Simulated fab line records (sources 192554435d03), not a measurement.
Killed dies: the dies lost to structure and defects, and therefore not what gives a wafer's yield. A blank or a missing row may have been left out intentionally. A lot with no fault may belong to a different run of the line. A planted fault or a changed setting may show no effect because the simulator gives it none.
Matching of chambers -- flow n5-finfet -- rie-diel-06 running N5_ZERO_LAYER_ETCH_17: 4 sister chambers
The step etches SiO2 in CF4, target depth 12 nm, time 13.3 s. 8 wafers are shown with their chamber, then 7 later ones without.

## WAFERS WITH THEIR CHAMBER
wafer,chamber,showerhead-plenum-p-Torr (Torr),drypump-motor-current-A (A)
L075.6,1,2.06,6.28
L077.2,3,2.29,5.41
L080.1,1,2.05,6.27
L081.1,2,2.07,6.00
L081.2,0,2.25,5.90
L081.4,3,2.29,5.42
L084.2,2,2.07,6.00
L084.4,0,2.25,5.89

## WAFERS WITHOUT THEIR CHAMBER
wafer,showerhead-plenum-p-Torr (Torr),drypump-motor-current-A (A)
L084.6,2.07,6.02
L096.3,2.05,6.26
L096.5,2.06,6.00
L096.6,2.05,6.30
L097.1,2.06,6.03
L097.3,2.24,5.88
L097.5,2.24,5.89

## CHAMBER TAKEN BY EACH
wafer,from the rows above,in truth
L084.6,2,2
L096.3,1,1
L096.5,2,2
L096.6,1,1
L097.1,2,2
L097.3,0,0
L097.5,0,0
7 of 7 placed correctly. Left unplaced by these rows: 0. 0 placed wrongly.
How it was worked out, from the rows above alone: a wafer's distance from a chamber is the root of the sum, over the readings, of the square of ((its reading less the chamber's mean) divided by the reading's scatter). The wafer belongs to the nearest chamber; if the next one is less than 2 further off, it can't be placed. A chamber's mean is the mean of its shown wafers. The scatter: take each reading less its chamber's mean, square it, sum over the shown wafers, divide by the number of wafers less the number of chambers, and take the root.
